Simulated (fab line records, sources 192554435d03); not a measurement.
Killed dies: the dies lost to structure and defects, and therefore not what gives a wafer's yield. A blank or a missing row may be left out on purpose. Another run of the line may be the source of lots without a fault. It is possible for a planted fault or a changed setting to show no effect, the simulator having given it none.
Chamber matching	flow n5_finfet	ald_sin-02 running N5_SPACER0_ALD_07: 4 sister chambers
The step deposits SiNx, target thk 2 nm. 4 wafers are shown with their chamber, then 7 later ones without.

== WAFERS PAIRED WITH THEIR CHAMBERS ==
wafer	chamber	heater_power_w (W)
L086.5	0	806
L092.2	2	1064
L094.1	3	839
L094.2	1	804

== WAFERS MISSING THEIR CHAMBER ==
wafer	heater_power_w (W)
L094.6	839
L096.2	804
L096.5	813
L096.6	830
L097.4	818
L097.5	1072
L097.6	832

== THE CHAMBER EACH PASSED THROUGH ==
wafer	from the rows above	in truth
L094.6	3	3
L096.2	can't be placed: 1 or 0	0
L096.5	can't be placed: 0 or 1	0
L096.6	3	3
L097.4	can't be placed: 0 or 1 or 3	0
L097.5	2	2
L097.6	3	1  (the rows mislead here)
Placed correctly: 3 of 7. Unplaceable from these rows: 3, with the true chamber sitting among the candidates in 3. Wrongly placed: 1.
How it was worked out, from the rows above alone: a wafer's distance from a chamber is the root of the sum, over the readings, of the square of ((its reading less the chamber's mean) divided by the reading's scatter). If the next closest chamber is less than 2 further off than the closest, the wafer can't be placed; otherwise it belongs to the closest. For every chamber, the mean is computed from those of its wafers that are shown. The scatter: with one shown wafer a chamber, the root of the mean of the squares of how far each hidden wafer lies from its nearest shown one.
